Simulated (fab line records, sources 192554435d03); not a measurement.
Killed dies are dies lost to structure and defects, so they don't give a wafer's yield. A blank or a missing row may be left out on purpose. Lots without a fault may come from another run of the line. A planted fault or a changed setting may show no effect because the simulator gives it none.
Chamber matching | flow n5_finfet | N5_SPACER0_ALD_08 on ald_sin-01: 4 sister chambers
The step deposits SiNx, target thk 2 nm. 4 wafers are shown with their chamber, then 8 later ones without.

WAFERS WITH THEIR CHAMBER
wafer  | chamber | heater_power_w (W)
L082.2 | 3       | 736
L083.6 | 1       | 823
L084.5 | 2       | 661
L085.2 | 0       | 873

WAFERS WITHOUT THEIR CHAMBER
wafer  | heater_power_w (W)
L085.3 | 752
L085.6 | 671
L093.1 | 810
L093.5 | 813
L093.6 | 884
L097.2 | 685
L097.3 | 733
L097.6 | 877

WHICH CHAMBER EACH WENT THROUGH
wafer  | from the rows above | in truth
L085.3 | 3                   | 3
L085.6 | 2                   | 2
L093.1 | 1                   | 1
L093.5 | 1                   | 1
L093.6 | 0                   | 0
L097.2 | 2                   | 2
L097.3 | 3                   | 3
L097.6 | 0                   | 0
Placed correctly: 8 of 8. Can't be placed from these rows: 0. Placed wrongly: 0.
How it was worked out, from the rows above alone: a wafer's distance from a chamber is the root of the sum, over the readings, of the square of ((its reading less the chamber's mean) divided by the reading's scatter). The wafer belongs to the nearest chamber; if the next one is less than 2 further off, it can't be placed. A chamber's mean is the mean of its shown wafers. The scatter: with one shown wafer a chamber, the root of the mean of the squares of how far each hidden wafer lies from its nearest shown one.
